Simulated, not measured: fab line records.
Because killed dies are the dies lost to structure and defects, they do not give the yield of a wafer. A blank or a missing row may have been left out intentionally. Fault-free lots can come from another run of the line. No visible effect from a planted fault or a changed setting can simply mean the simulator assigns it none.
The tool behind it: which one? + flow nand-harc + 14 lots, 42 wafers sampled, at 4 steps of a route of 1302

## WHAT THE GAUGES SHOWED, per wafer
NHARC_A_START_INSPECT_01.
| lot  | measured     | on                | raw-defect-count |
|------|--------------|-------------------|------------------|
| L390 | day 6 18:35  | defect-inspect-02 | 4 2 1            |
| L391 | day 7 12:02  | defect-inspect-01 | 1 1 5            |
| L392 | day 7 21:43  | defect-inspect-01 | 4 2 5            |
| L393 | day 8 00:20  | defect-inspect-02 | 3 6 2            |
| L394 | day 8 07:02  | defect-inspect-01 | 4 4 6            |
| L395 | day 8 21:06  | defect-inspect-02 | 2 2 1            |
| L397 | day 9 13:20  | defect-inspect-01 | 3 4 4            |
| L398 | day 10 00:16 | defect-inspect-01 | 5 2 6            |
| L401 | day 11 06:57 | defect-inspect-02 | 1 4 3            |
| L402 | day 11 15:46 | defect-inspect-01 | 4 3 4            |
| L405 | day 12 23:41 | defect-inspect-01 | 3 3 3            |
| L404 | day 12 23:51 | defect-inspect-02 | 1 4 5            |
| L408 | day 14 09:34 | defect-inspect-01 | 5 7 3            |
| L410 | day 15 02:12 | defect-inspect-01 | 1 2 2            |

NHARC_A_ONON_D1_THK_MEAS_05: measures by ellipsometry.
| lot  | measured     | on            | thk-nm (nm)    |
|------|--------------|---------------|----------------|
| L390 | day 7 16:36  | film-metro-02 | 990 988 988    |
| L391 | day 8 11:32  | film-metro-02 | 990 988 989    |
| L392 | day 8 20:28  | film-metro-01 | 1007 1007 1006 |
| L393 | day 9 00:20  | film-metro-01 | 992 993 994    |
| L394 | day 9 06:50  | film-metro-02 | 1003 1002 1001 |
| L395 | day 9 22:59  | film-metro-01 | 993 994 992    |
| L397 | day 10 13:05 | film-metro-01 | 991 991 992    |
| L398 | day 11 04:01 | film-metro-01 | 1010 1008 1009 |
| L401 | day 12 07:40 | film-metro-01 | 1007 1007 1006 |
| L402 | day 12 16:55 | film-metro-01 | 1005 1001 1004 |
| L405 | day 14 00:29 | film-metro-02 | 995 996 995    |
| L404 | day 14 00:30 | film-metro-01 | 1000 1000 1000 |
| L408 | day 15 09:28 | film-metro-02 | 326 327 326    |
| L410 | day 16 03:55 | film-metro-02 | 338 339 339    |

NHARC_END_SORT_01.
| lot  | measured     | on        | killed-at-array | killed-at-other | killed-at-periphery | killed-dies | killed-open | killed-short |
|------|--------------|-----------|-----------------|-----------------|---------------------|-------------|-------------|--------------|
| L401 | day 28 10:52 | prober-02 | 59 42 57        | 2 0 0           | 4 5 4               | 65 47 61    | 3 1 0       | 1 4 3        |
| L402 | day 29 14:55 | prober-01 | 27              | 0               | 7                   | 34          | 5           | 3            |
| L405 | day 30 14:54 | prober-01 | 77 51 61        | 1 0 0           | 5 6 6               | 83 57 67    | 4 5 2       | 2 3 3        |
| L404 | day 30 14:57 | prober-02 | 58              | 0               | 2                   | 60          | 3           | 1            |
| L408 | day 32 20:53 | prober-01 | 672 673 673     | 2 1 1           | 3 3 3               | 677 677 677 | 6 3 4       | 5 2 6        |
| L410 | day 33 05:17 | prober-02 | 672 673 673     | 0 0 0           | 5 4 4               | 677 677 677 | 4 6 4       | 1 0 3        |

## TOOL THAT RAN EACH LOT (tool first, then ch and the chambers of the sampled wafers, then the start)
| lot  | NHARC_A_ONON_D1_DEP_03           |
|------|----------------------------------|
| L390 | pecvd-onon-01 ch 0, day 7 16:05  |
| L391 | pecvd-onon-04 ch 0, day 8 11:02  |
| L392 | pecvd-onon-01 ch 0, day 8 20:01  |
| L393 | pecvd-onon-01 ch 0, day 8 23:49  |
| L394 | pecvd-onon-02 ch 0, day 9 06:30  |
| L395 | pecvd-onon-01 ch 0, day 9 22:29  |
| L397 | pecvd-onon-01 ch 0, day 10 12:42 |
| L398 | pecvd-onon-02 ch 0, day 11 03:41 |
| L401 | pecvd-onon-04 ch 0, day 12 07:09 |
| L402 | pecvd-onon-02 ch 0, day 12 16:24 |
| L405 | pecvd-onon-02 ch 0, day 13 23:58 |
| L404 | pecvd-onon-01 ch 0, day 13 23:59 |
| L408 | pecvd-onon-02 ch 0, day 15 08:58 |
| L410 | pecvd-onon-02 ch 0, day 16 03:31 |
- NHARC_A_ONON_D1_DEP_03: target thk 1000 nm.

## AS READ BY THE TOOLS THEMSELVES (means over the sampled wafers that have a number; for cases with no such wafer, the mark the record gives instead)
The record holds no such reading with a usual standard deviation.

## THE ANSWER, worked out from the rows above alone
Rule: the usual values come from the lots themselves. The widest of any qualifying gaps counts: lots, ordered by their means at a reading, are off when they make up no more than a third of the lots, leave a main group of 4 or more, and stand apart from it by 3 or more times the standard deviation of that group's means. The tables above print the reading to a certain number of digits; a main group whose means all agree to those digits is not used. Also off: a lot with no number at a reading for which 4 or more lots have one. Any other lot the step has rows for is counted as sound. First the gauges in route order, then the tools' own readings, where a lot's mean is used as printed above. At the first step where some lot is off, the reading lying furthest off is the one used; lots without a number count as furthest.
Off: L408, L410 (NHARC_A_ONON_D1_THK_MEAS_05, thk-nm). Main group: mean 998 nm, sd 7.
If a tool, at a process step before that reading, ran all the lots that are off and no sound lot after the first of them, it fits. The gauges at NHARC_A_ONON_D1_THK_MEAS_05 aren't tried: what is off there is off at NHARC_END_SORT_01 too, on other tools, and a gauge's error can't cause that. One fits: NHARC_A_ONON_D1_DEP_03 on pecvd-onon-02. Its last sound lot is L405 (day 13 23:58), its first lot that is off L408 (day 15 08:58): a fault that began between those two fits.

## WHAT WAS PUT IN BY THE SIMULATOR
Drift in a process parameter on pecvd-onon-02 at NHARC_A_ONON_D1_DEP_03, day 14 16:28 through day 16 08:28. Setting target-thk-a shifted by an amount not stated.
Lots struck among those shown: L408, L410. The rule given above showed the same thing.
